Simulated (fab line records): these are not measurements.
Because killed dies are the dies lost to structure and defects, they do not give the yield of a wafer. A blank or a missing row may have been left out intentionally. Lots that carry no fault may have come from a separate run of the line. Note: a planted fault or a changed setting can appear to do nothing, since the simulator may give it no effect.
fab line records	flow n5-finfet	part 1 of 2: steps 1 to 30 of 36
[record] lots = 5	wafers = 15	last-day = 17
route steps=1938 shown STI_FIN_REVEAL@204 DUMMY_GATE@212
lots untouched by any fault: they come from a run of this same line in which no faults occurred
start-h: start of the lot's first displayed wafer, in hours after the record's first day	wait-h: how many hours have passed since the lot's step before this one	" as in the row above	L1.1+2: a single row standing in for several wafers	- no value present, or no start provided	* or withheld: withheld	< > ~ a bound
route shown NAME@n: names a module that has steps shown in the file, with the first one's number in the route	usual: the fault-free wafers' mean and standard deviation	same: alike in all rows	chamber/n: place in a boat	sites: per-site readings	_std_site: the standard deviation of these	_edge_site: outer sites' mean less inner sites'	radius-mm: for every site, how far away it sits from the centre of the wafer	mask NAME#n: copy n	behind: the last tool/chamber to shape the wafer	hold: cause of the lot's hold/its duration in hours/its outcome	device: which transistor (n, p or np) failed to switch	end of line: the route-end tests of the same wafers	for a step that has no rows: nothing shown but its recipe	killed: dies that structure and defects cost at the first sort, which is not the same as the wafer's yield	map: shows each die of a wafer: x if killed, . if not, _ if none is there
set.NAME: setting as actually run; set.NAME@STEP: the setting as run at that earlier step	model.NAME: the simulator's own value behind a step, which no gauge read
a table for each step, a row for each wafer; lots at some steps of the route
services: when a tool's chamber went out of use (start-h, in hours from the record's first day, below 0 if earlier), for how many hours, and the reason
[[steps]]
[step N5_STI_FIN_REVEAL_OXIDATION_33]
[recipe] chemistry = O2_PLASMA_REMOTE	temp-c = 150	time-s = 20	pressure-mtorr = 1000	source-power-w = 2000	o2-flow-sccm = 3000
[usual] drypump-motor-current-A = 5.7/0.45	heater-power-w = 143/4.4	temp-c-max = 150.70/0.29
lot.wafer	tool	chamber	start-h	wait-h	drypump-motor-current-A	heater-power-w	rf-hours-counter-h	temp-c-max
L077.1	plasma-asher-02	0	55.10	0.0	6.4	142	85	150.61
L077.4	"	1	"	"	5.7	142	-	150.47
L077.5	"	1	"	"	5.7	139	-	150.34
L083.1	plasma-asher-01	1	94.62	0.0	5.3	149	36	150.95
L083.4	"	1	"	"	5.3	147	-	151.17
L083.6	"	1	"	"	5.3	150	-	151.23
L086.1	plasma-asher-02	1	111.41	0.0	5.7	143	99	150.60
L086.4	"	1	"	"	5.7	143	-	150.30
L086.5	"	1	"	"	5.7	145	-	150.61
L095.1	plasma-asher-01	1	161.58	0.0	5.3	148	47	151.01
L095.3	"	1	"	"	5.2	148	-	151.02
L095.4	"	0	"	"	5.4	141	-	150.56
L097.1	plasma-asher-01	0	175.28	0.0	5.4	138	50	150.46
L097.2	"	1	"	"	5.3	147	50	151.34
L097.6	"	1	"	"	5.3	148	-	151.16
[step N5_STI_FIN_REVEAL_CLEAN_19]
[recipe] chemistry = O3/DIW	temp-c = 25	time-s = 120	o3-ppm = 10
lot.wafer	tool	chamber	start-h	wait-h
L077.1+4+5	wet-bench-02	5,7,2	55.19	0.1
L083.1+4+6	wet-bench-06	1,7,5	94.71	0.1
L086.1+4+5	wet-bench-04	0,6,3	111.49	0.1
L095.1+3+4	wet-bench-04	5,1,6	161.67	0.1
L097.1+2+6	wet-bench-06	0,3,2	175.37	0.1
[step N5_STI_FIN_REVEAL_SRD_23]
[recipe] dry = ipa-marangoni	time-s = 30	temp-c = 23	rinse-liquid = diw
lot.wafer	tool	chamber	start-h	wait-h
L077.1+4+5	wet-bench-02	5,7,2	55.22	0.0
L083.1+4+6	wet-bench-06	1,7,5	94.74	0.0
L086.1+4+5	wet-bench-04	0,6,3	111.53	0.0
L095.1+3+4	wet-bench-04	5,1,6	161.71	0.0
L097.1+2+6	wet-bench-06	0,3,2	175.41	0.0
[step N5_STI_FIN_REVEAL_CD_MEAS_22]
[recipe] target-cd-nm = 6.238	pitch-nm = 28	polarity = line
[usual] cd-nm = 6.3/0.32
lot.wafer	tool	chamber	start-h	wait-h	cd-nm
L077.1	cd-sem-03	-	55.27	0.0	5.9
L077.4	"	-	"	"	6.4
L077.5	"	-	"	"	6.1
L083.1	cd-sem-01	-	94.79	0.0	6.2
L083.4	"	-	"	"	6.5
L083.6	"	-	"	"	6.1
L086.1	cd-sem-01	-	111.57	0.0	7.0
L086.4	"	-	"	"	6.1
L086.5	"	-	"	"	6.7
L095.1	cd-sem-02	-	161.75	0.0	6.3
L095.3	"	-	"	"	5.6
L095.4	"	-	"	"	6.7
L097.1	cd-sem-03	-	175.45	0.0	6.3
L097.2	"	-	"	"	5.6
L097.6	"	-	"	"	6.4
[step N5_STI_FIN_REVEAL_FIN_H_MEAS_10]
[usual] trench-depth-nm = 52.1/0.86
lot.wafer	tool	chamber	start-h	wait-h	trench-depth-nm
L077.1	ocd-01	-	55.30	0.0	51.8
L077.4	"	-	"	"	53.0
L077.5	"	-	"	"	52.6
L083.1	ocd-02	-	94.82	0.0	52.2
L083.4	"	-	"	"	52.1
L083.6	"	-	"	"	51.6
L086.1	ocd-01	-	111.61	0.0	52.1
L086.4	"	-	"	"	52.4
L086.5	"	-	"	"	51.3
L095.1	ocd-02	-	161.78	0.0	52.4
L095.3	"	-	"	"	51.6
L095.4	"	-	"	"	52.7
L097.1	ocd-02	-	175.48	0.0	53.7
L097.2	"	-	"	"	52.0
L097.6	"	-	"	"	52.1
[step N5_STI_FIN_REVEAL_PRECLEAN_18]
[recipe] chemistry = SC2	time-s = 45	temp-c = 35	mix = 1:1:50
lot.wafer	tool	chamber	start-h	wait-h
L077.1+4+5	wet-bench-02	1,4,5	55.33	0.0
L083.1+4+6	wet-bench-02	1,7,0	94.85	0.0
L086.1+4+5	wet-bench-02	7,2,0	111.64	0.0
L095.1+3+4	wet-bench-02	7,2,1	161.81	0.0
L097.1+2+6	wet-bench-02	7,6,3	175.51	0.0
[step N5_STI_FIN_REVEAL_SRD_28]
[recipe] dry = ipa-marangoni	time-s = 30	temp-c = 23	rinse-liquid = diw
lot.wafer	tool	chamber	start-h	wait-h
L077.1+4+5	wet-bench-02	1,4,5	55.35	0.0
L083.1+4+6	wet-bench-02	1,7,0	94.87	0.0
L086.1+4+5	wet-bench-02	7,2,0	111.65	0.0
L095.1+3+4	wet-bench-02	7,2,1	161.82	0.0
L097.1+2+6	wet-bench-02	7,6,3	175.53	0.0
[step N5_STI_FIN_REVEAL_INSPECT_13]
[recipe] inspect-instrument = darkfield	mode = post-clean
[usual] raw-defect-count = 12/4.8
lot.wafer	tool	chamber	start-h	wait-h	raw-defect-count
L077.1	defect-inspect-01	-	55.39	0.0	10
L077.4	"	-	"	"	11
L077.5	"	-	"	"	5
L083.1	defect-inspect-02	-	94.91	0.0	24
L083.4	"	-	"	"	8
L083.6	"	-	"	"	4
L086.1	defect-inspect-02	-	111.69	0.0	9
L086.4	"	-	"	"	14
L086.5	"	-	"	"	11
L095.1	defect-inspect-02	-	161.86	0.0	21
L095.3	"	-	"	"	6
L095.4	"	-	"	"	8
L097.1	defect-inspect-01	-	175.57	0.0	8
L097.2	"	-	"	"	13
L097.6	"	-	"	"	3
[step N5_DUMMY_GATE_PRECLEAN_00]
[recipe] chemistry = O3/DIW	time-s = 60	temp-c = 22	o3-ppm = 10
lot.wafer	tool	chamber	start-h	wait-h
L077.1+4+5	wet-bench-01	2,0,3	55.42	0.0
L083.1+4+6	wet-bench-03	2,0,5	94.94	0.0
L086.1+4+5	wet-bench-05	5,6,2	111.72	0.0
L095.1+3+4	wet-bench-03	4,6,5	161.89	0.0
L097.1+2+6	wet-bench-03	0,4,7	175.60	0.0
[step N5_DUMMY_GATE_SRD_01]
[recipe] time-s = 30	temp-c = 23	rinse-liquid = diw	dry = ipa-marangoni
lot.wafer	tool	chamber	start-h	wait-h
L077.1+4+5	wet-bench-01	2,0,3	55.43	0.0
L083.1+4+6	wet-bench-03	2,0,5	94.96	0.0
L086.1+4+5	wet-bench-05	5,6,2	111.74	0.0
L095.1+3+4	wet-bench-03	4,6,5	161.91	0.0
L097.1+2+6	wet-bench-03	0,4,7	175.62	0.0
[step N5_DUMMY_GATE_ALD_02]
[recipe] material = SiO2	target-thk-a = 20	temp-c = 300	ald-precursor-family = BDEAS	ald-co-reactant = O2-plasma	pulse-time-s = 1	pressure-torr = 2
[usual] heater-power-w = 487/48	precursor-pulse-height-rel = 1.000/0.022
lot.wafer	tool	chamber	start-h	wait-h	heater-power-w	precursor-pulse-height-rel
L077.1	ald-sin-03	2	55.64	0.2	564	0.999
L077.4	"	1	"	"	460	0.966
L077.5	"	3	"	"	508	1.010
L083.1	ald-sin-04	0	95.95	1.0	592	0.990
L083.4	"	2	"	"	498	0.945
L083.6	"	3	"	"	410	0.989
L086.1	ald-sin-03	0	113.37	1.6	437	1.005
L086.4	"	2	"	"	549	1.005
L086.5	"	0	"	"	434	0.984
L095.1	ald-sin-04	2	161.96	0.0	502	1.015
L095.3	"	1	"	"	471	1.004
L095.4	"	2	"	"	489	0.997
L097.1	ald-sin-02	0	176.19	0.6	435	0.976
L097.2	"	3	"	"	476	0.994
L097.6	"	1	"	"	489	1.029
[step N5_DUMMY_GATE_CVD_03]
[recipe] material = a-Si	target-thk-a = 1500	temp-c = 530	precursor = SiH4	time-s = 8042
[usual] spike-tc-top-C = 551.3/2.8
lot.wafer	tool	chamber	start-h	wait-h	spike-tc-top-C
L077.1	lpcvd-01	1/15	55.74	0.1	554.5
L077.4	"	1/29	"	"	554.5
L077.5	"	1/34	"	"	554.5
L083.1	lpcvd-01	0/40	96.05	0.1	547.7
L083.4	"	0/54	"	"	547.7
L083.6	"	0/64	"	"	547.7
L086.1	lpcvd-01	1/90	113.48	0.1	554.0
L086.4	"	1/104	"	"	554.0
L086.5	"	1/109	"	"	554.0
L095.1	lpcvd-01	1/15	162.06	0.1	553.7
L095.3	"	1/25	"	"	553.7
L095.4	"	1/29	"	"	553.7
L097.1	lpcvd-01	0/65	176.29	0.1	547.8
L097.2	"	0/70	"	"	547.8
L097.6	"	0/89	"	"	547.8
[step N5_DUMMY_GATE_PRECLEAN_46]
[recipe] chemistry = DIW	time-s = 89.5	temp-c = 23
lot.wafer	tool	chamber	start-h	wait-h
L077.1+4+5	wet-bench-03	1,6,2	59.42	0.0
L083.1+4+6	wet-bench-05	2,6,5	99.73	0.0
L086.1+4+5	wet-bench-03	0,5,2	117.15	0.0
L095.1+3+4	wet-bench-01	6,7,4	165.74	0.0
L097.1+2+6	wet-bench-05	1,3,6	181.79	0.0
[step N5_DUMMY_GATE_SRD_47]
[recipe] dry-time-s = 32	dry = n2-spin	spin-rpm = 1500
lot.wafer	tool	chamber	start-h	wait-h
L077.1+4+5	wet-bench-03	1,6,2	59.44	0.0
L083.1+4+6	wet-bench-05	2,6,5	99.76	0.0
L086.1+4+5	wet-bench-03	0,5,2	117.18	0.0
L095.1+3+4	wet-bench-01	6,7,4	165.77	0.0
L097.1+2+6	wet-bench-05	1,3,6	181.82	0.0
[step N5_DUMMY_GATE_CMP_04]
[recipe] material = a-Si	post-cmp-clean = alkaline-brush
[usual] motor-current-A = 10.4/0.65	retaining-ring-pressure-frac = 1.000/0.0049	slurry-filter-dp-kPa = 13.51/0.13	time-to-endpoint-s = 14.5/2.4
lot.wafer	tool	chamber	start-h	wait-h	motor-current-A	retaining-ring-pressure-frac	slurry-filter-dp-kPa	time-to-endpoint-s
L077.4	cmp-03	3	59.51	0.1	10.9	1.001	13.45	16.5
L077.1	"	1	"	"	11.5	1.009	13.41	18.5
L077.5	"	3	"	"	11.0	0.997	13.65	16.0
L083.1	cmp-02	2	99.79	0.0	10.8	0.996	13.55	13.0
L083.4	"	1	"	"	11.0	1.006	13.34	17.7
L083.6	"	3	"	"	9.2	1.000	13.43	15.6
L086.4	cmp-03	3	117.21	0.0	10.9	1.006	13.74	14.3
L086.1	"	2	"	"	10.7	0.994	13.53	14.2
L086.5	"	0	"	"	10.9	1.008	13.39	15.0
L095.3	cmp-03	0	165.80	0.0	10.3	1.004	13.67	14.0
L095.1	"	1	"	"	10.7	1.010	13.51	12.6
L095.4	"	2	"	"	10.2	1.007	13.51	11.2
L097.1	cmp-02	0	181.85	0.0	10.1	1.001	13.64	12.9
L097.2	"	3	"	"	9.2	1.001	13.59	11.7
L097.6	"	0	"	"	10.4	1.004	13.33	11.8
[step N5_DUMMY_GATE_THK_MEAS_05]
[usual] thk-nm = 72.4/1
lot.wafer	tool	chamber	start-h	wait-h	thk-nm
L077.1	film-metro-02	-	59.72	0.1	71.3
L077.4	"	-	"	"	72.7
L077.5	"	-	"	"	71.8
L083.1	film-metro-01	-	100.03	0.2	73.8
L083.4	"	-	"	"	73.8
L083.6	"	-	"	"	71.3
L086.1	film-metro-01	-	117.45	0.1	70.5
L086.4	"	-	"	"	74.3
L086.5	"	-	"	"	72.6
L095.1	film-metro-02	-	166.04	0.2	71.0
L095.3	"	-	"	"	70.5
L095.4	"	-	"	"	71.1
L097.1	film-metro-01	-	182.09	0.2	71.8
L097.2	"	-	"	"	72.4
L097.6	"	-	"	"	71.1
[step N5_DUMMY_GATE_HM_DEP_06]
[recipe] material = SiNx	target-thk-a = 800	precursor = DCS/NH3	temp-c = 700	pressure-mtorr = 300	time-s = 5141
[usual] spike-tc-top-C = 715.7/2.3
lot.wafer	tool	chamber	start-h	wait-h	spike-tc-top-C
L077.1	lpcvd-02	1/15	59.74	0.0	718.1
L077.4	"	1/29	"	"	718.1
L077.5	"	1/34	"	"	718.1
L083.1	lpcvd-02	0/40	100.06	0.0	714.1
L083.4	"	0/54	"	"	714.1
L083.6	"	0/64	"	"	714.1
L086.1	lpcvd-01	0/65	117.48	0.0	711.3
L086.4	"	0/79	"	"	711.3
L086.5	"	0/84	"	"	711.3
L095.1	lpcvd-02	0/65	166.07	0.0	714.3
L095.3	"	0/75	"	"	714.3
L095.4	"	0/79	"	"	714.3
L097.1	lpcvd-02	0/40	182.12	0.0	714.5
L097.2	"	0/45	"	"	714.5
L097.6	"	0/64	"	"	714.5
[step N5_DUMMY_GATE_PECVD_30]
[recipe] material = SiO2	target-thk-a = 550	temp-c = 400	precursor = TEOS/O2	pressure-torr = 6.5	rf-w = withheld	teos-flow-sccm = withheld	gas = O2	flow-sccm = 2650	time-s = 10.8
lot.wafer	tool	chamber	start-h	wait-h
L077.1+4+5	pecvd-04	0,0,1	63.69	0.0
L083.1+4+6	pecvd-04	1,1,2	104.00	0.0
L086.1+4+5	pecvd-03	1,0,0	121.43	0.0
L095.1+3+4	pecvd-04	1,0,0	170.01	0.0
L097.1+2+6	pecvd-04	1,2,1	186.06	0.0
[step N5_DUMMY_GATE_COAT_34]
[recipe] resist = SOC	temp-c = 250	time-s = 60	spin-rpm = 1500	resist-thk-nm = 60
[usual] spin-speed-rpm = 1499.8/0.96
lot.wafer	tool	chamber	start-h	wait-h	spin-speed-rpm
L077.1	litho-track-03	0	63.74	0.0	1500.1
L077.4	"	0	"	"	1500.5
L077.5	"	0	"	"	1500.3
L083.1	litho-track-01	0	104.06	0.0	1500.2
L083.4	"	0	"	"	1498.8
L083.6	"	0	"	"	1498.3
L086.1	litho-track-05	0	121.51	0.1	1499.6
L086.4	"	0	"	"	1499.0
L086.5	"	0	"	"	1499.4
L095.1	litho-track-01	0	170.07	0.0	1498.7
L095.3	"	0	"	"	1500.2
L095.4	"	0	"	"	1498.3
L097.1	litho-track-05	0	186.12	0.0	1499.2
L097.2	"	0	"	"	1499.7
L097.6	"	0	"	"	1500.1
[step N5_DUMMY_GATE_COAT_35]
[recipe] resist = SiARC	temp-c = 220	time-s = 60	spin-rpm = 1500	resist-thk-nm = 10
[usual] spin-speed-rpm = 1500.2/0.97
lot.wafer	tool	chamber	start-h	wait-h	spin-speed-rpm
L077.1	litho-track-03	0	-	-	1501.6
L077.4	"	0	"	"	1501.3
L077.5	"	0	"	"	1499.5
L083.1	litho-track-01	0	-	-	1497.9
L083.4	"	0	"	"	1499.4
L083.6	"	0	"	"	1502.1
L086.1	litho-track-05	0	-	-	1501.4
L086.4	"	0	"	"	1499.8
L086.5	"	0	"	"	1499.8
L095.1	litho-track-01	0	-	-	1500.7
L095.3	"	0	"	"	1500.9
L095.4	"	0	"	"	1499.6
L097.1	litho-track-05	0	-	-	1501.1
L097.2	"	0	"	"	1501.4
L097.6	"	0	"	"	1500.1
[step N5_DUMMY_GATE_COAT_28]
[recipe] resist = underlayer	temp-c = 205	time-s = 60	spin-rpm = 1500	resist-thk-nm = 10
[usual] spin-speed-rpm = 1500.0/1.1
lot.wafer	tool	chamber	start-h	wait-h	spin-speed-rpm
L077.1	litho-track-03	0	-	-	1499.6
L077.4	"	0	"	"	1498.7
L077.5	"	0	"	"	1499.1
L083.1	litho-track-01	0	-	-	1500.7
L083.4	"	0	"	"	1499.5
L083.6	"	0	"	"	1499.7
L086.1	litho-track-05	0	-	-	1498.4
L086.4	"	0	"	"	1498.9
L086.5	"	0	"	"	1499.6
L095.1	litho-track-01	0	-	-	1501.1
L095.3	"	0	"	"	1500.1
L095.4	"	0	"	"	1499.3
L097.1	litho-track-05	0	-	-	1498.3
L097.2	"	0	"	"	1500.4
L097.6	"	0	"	"	1499.6
[step N5_DUMMY_GATE_COAT_09]
[recipe] resist = CAR-EUV	spin-rpm = 1500	resist-thk-nm = 30
[usual] spin-speed-rpm = 1500.0/0.98
lot.wafer	tool	chamber	start-h	wait-h	spin-speed-rpm
L077.1	litho-track-03	0	-	-	1498.5
L077.4	"	0	"	"	1500.6
L077.5	"	0	"	"	1500.3
L083.1	litho-track-01	0	-	-	1502.3
L083.4	"	0	"	"	1497.3
L083.6	"	0	"	"	1498.8
L086.1	litho-track-05	0	-	-	1499.8
L086.4	"	0	"	"	1499.8
L086.5	"	0	"	"	1499.1
L095.1	litho-track-01	0	-	-	1501.8
L095.3	"	0	"	"	1499.5
L095.4	"	0	"	"	1500.9
L097.1	litho-track-05	0	-	-	1499.9
L097.2	"	0	"	"	1501.6
L097.6	"	0	"	"	1501.9
[step N5_DUMMY_GATE_EBR_11]
[recipe] solvent = PGMEA	ebr-width-mm = 1.5
lot.wafer	tool	chamber	start-h	wait-h
L077.1+4+5	litho-track-03	0	-	-
L083.1+4+6	litho-track-01	0	-	-
L086.1+4+5	litho-track-05	0	-	-
L095.1+3+4	litho-track-01	0	-	-
L097.1+2+6	litho-track-05	0	-	-
[step N5_DUMMY_GATE_SOFTBAKE_10]
[recipe] temp-c = 110	time-s = 60	resist = CAR-EUV
lot.wafer	tool	chamber	start-h	wait-h
L077.1+4+5	litho-track-03	0	-	-
L083.1+4+6	litho-track-01	0	-	-
L086.1+4+5	litho-track-05	0	-	-
L095.1+3+4	litho-track-01	0	-	-
L097.1+2+6	litho-track-05	0	-	-
[step N5_DUMMY_GATE_EXPOSE_12]
[recipe] mask-id = GATE	na = 0.33	source-shape = annular	sigma-inner = 0.2	sigma-outer = 0.6	polarization = unpolarized	target-cd-nm = 25	dose-mj = 34
[usual] reticle-temp-C = 23.02/0.11
[same] sigma-outer = 0.6
lot.wafer	tool	chamber	start-h	wait-h	mask	reticle-temp-C
L077.1	euv-scanner-02	0	64.01	-	GATE#0	23.04
L077.4	"	0	"	"	GATE#0	23.19
L077.5	"	0	"	"	GATE#0	23.23
L083.1	euv-scanner-01	0	104.32	-	GATE#0	22.90
L083.4	"	0	"	"	GATE#0	22.90
L083.6	"	0	"	"	GATE#0	22.94
L086.1	euv-scanner-02	0	121.64	-	GATE#0	23.02
L086.4	"	0	"	"	GATE#0	22.93
L086.5	"	0	"	"	GATE#0	23.00
L095.1	euv-scanner-01	0	170.36	-	GATE#0	22.95
L095.3	"	0	"	"	GATE#0	22.98
L095.4	"	0	"	"	GATE#0	22.90
L097.1	euv-scanner-01	0	186.26	-	GATE#0	23.12
L097.2	"	0	"	"	GATE#0	23.12
L097.6	"	0	"	"	GATE#0	23.09
[step N5_DUMMY_GATE_PEB_13]
[recipe] peb-temp-c = 100	peb-time-s = 60	resist = CAR-EUV
lot.wafer	tool	chamber	start-h	wait-h
L077.1+4+5	litho-track-03	0	64.06	0.1
L083.1+4+6	litho-track-05	0	104.38	0.1
L086.1+4+5	litho-track-03	0	121.70	0.1
L095.1+3+4	litho-track-05	0	170.42	0.1
L097.1+2+6	litho-track-03	0	186.32	0.1
[step N5_DUMMY_GATE_DEVELOP_14]
[recipe] develop-time-s = 30	developer = TMAH	resist = CAR-EUV	rinse-liquid = surfactant-rinse	dry = air-spin	dev-temp-c = 23
lot.wafer	tool	chamber	start-h	wait-h
L077.1+4+5	litho-track-03	0	-	-
L083.1+4+6	litho-track-05	0	-	-
L086.1+4+5	litho-track-03	0	-	-
L095.1+3+4	litho-track-05	0	-	-
L097.1+2+6	litho-track-03	0	-	-
[step N5_DUMMY_GATE_CD_MEAS_15]
[recipe] target-cd-nm = 25.8	landing-energy-ev = 500	detector = se-inlens
[usual] cd-nm = 24.97/0.26
lot.wafer	tool	chamber	start-h	wait-h	cd-nm
L077.1	cd-sem-01	0	64.13	-	25.09
L077.4	"	0	"	"	25.16
L077.5	"	0	"	"	25.53
L083.1	cd-sem-01	0	104.45	-	24.84
L083.4	"	0	"	"	24.90
L083.6	"	0	"	"	24.61
L086.1	cd-sem-01	0	121.77	-	24.98
L086.4	"	0	"	"	24.85
L086.5	"	0	"	"	25.12
L095.1	cd-sem-03	0	170.49	-	24.77
L095.3	"	0	"	"	25.03
L095.4	"	0	"	"	24.59
L097.1	cd-sem-03	0	186.38	-	25.05
L097.2	"	0	"	"	24.92
L097.6	"	0	"	"	24.88
[step N5_DUMMY_GATE_OVL_MEAS_16]
[recipe] points-per-wafer = 522
[usual] GATE_OVL = 0.0/0.77
lot.wafer	tool	chamber	start-h	wait-h	GATE_OVL[nm]
L077.1	overlay-02	0	64.17	0.0	-1.2
L077.4	"	0	"	"	0.4
L077.5	"	0	"	"	-1.3
L083.1	overlay-02	0	104.49	0.0	0.6
L083.4	"	0	"	"	-1.4
L083.6	"	0	"	"	-0.3
L086.1	overlay-01	0	121.81	0.0	-0.9
L086.4	"	0	"	"	1.2
L086.5	"	0	"	"	0.9
L095.1	overlay-01	0	170.53	0.0	-0.7
L095.3	"	0	"	"	-1.2
L095.4	"	0	"	"	-0.8
L097.1	overlay-01	0	186.42	0.0	0.4
L097.2	"	0	"	"	0.3
L097.6	"	0	"	"	-0.1
[step N5_DUMMY_GATE_INSPECT_17]
[recipe] mode = adi	inspect-instrument = brightfield
[usual] raw-defect-count = 220/54
lot.wafer	tool	chamber	start-h	wait-h	raw-defect-count
L077.1	defect-inspect-02	-	64.23	0.1	244
L077.4	"	-	"	"	257
L077.5	"	-	"	"	261
L083.1	defect-inspect-01	-	104.55	0.1	255
L083.4	"	-	"	"	243
L083.6	"	-	"	"	259
L086.1	defect-inspect-02	-	121.87	0.1	172
L086.4	"	-	"	"	197
L086.5	"	-	"	"	225
L095.1	defect-inspect-01	-	170.58	0.1	176
L095.3	"	-	"	"	223
L095.4	"	-	"	"	270
L097.1	defect-inspect-01	-	186.48	0.1	203
L097.2	"	-	"	"	448
L097.6	"	-	"	"	304
